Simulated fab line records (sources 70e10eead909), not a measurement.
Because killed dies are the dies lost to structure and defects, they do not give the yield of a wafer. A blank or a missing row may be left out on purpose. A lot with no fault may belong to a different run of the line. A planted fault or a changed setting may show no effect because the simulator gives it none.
Chamber matching | flow nand_harc | NHARC_P_GATE_ETCH_32 on rie_si-06 has 4 sister chambers
The step etches the open film in HBr/Cl2, target depth 150 nm, time 100.1 s. 4 wafers are shown with their chamber, then 12 later ones without.

## WAFERS PAIRED WITH THEIR CHAMBERS
wafer  | chamber | drypump_motor_current_A (A)
L081.5 | 0       | 6.3
L084.2 | 1       | 6.1
L088.5 | 2       | 4.9
L088.6 | 3       | 6.1

## WAFERS WITH NO CHAMBER GIVEN
wafer  | drypump_motor_current_A (A)
L086.3 | 6.2
L086.5 | 4.9
L086.6 | 6.1
L089.1 | 6.3
L089.2 | 4.9
L089.3 | 6.2
L091.2 | 6.1
L091.5 | 4.9
L091.6 | 6.1
L094.2 | 6.2
L094.3 | 4.9
L094.6 | 4.9

## CHAMBER TAKEN BY EACH
wafer  | from the rows above          | in truth
L086.3 | can't be placed: 0 or 1 or 3 | 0
L086.5 | 2                            | 2
L086.6 | can't be placed: 1 or 3      | 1
L089.1 | 0                            | 0
L089.2 | 2                            | 2
L089.3 | can't be placed: 0 or 1 or 3 | 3
L091.2 | can't be placed: 1 or 3      | 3
L091.5 | 2                            | 2
L091.6 | can't be placed: 1 or 3      | 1
L094.2 | can't be placed: 0 or 1 or 3 | 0
L094.3 | 2                            | 2
L094.6 | 2                            | 2
Placed correctly: 6 of 12. These rows do not allow placing 6 (true chamber among the candidates in 6). 0 placed wrongly.
How it was worked out, from the rows above alone: a wafer's distance from a chamber is the root of the sum, over the readings, of the square of ((its reading less the chamber's mean) divided by the reading's scatter). If the next closest chamber is less than 2 further off than the closest, the wafer can't be placed; otherwise it belongs to the closest. The mean given for a chamber averages the wafers shown for that chamber. The scatter: root of mean squared gap, hidden wafer to nearest shown wafer, with one shown wafer a chamber.
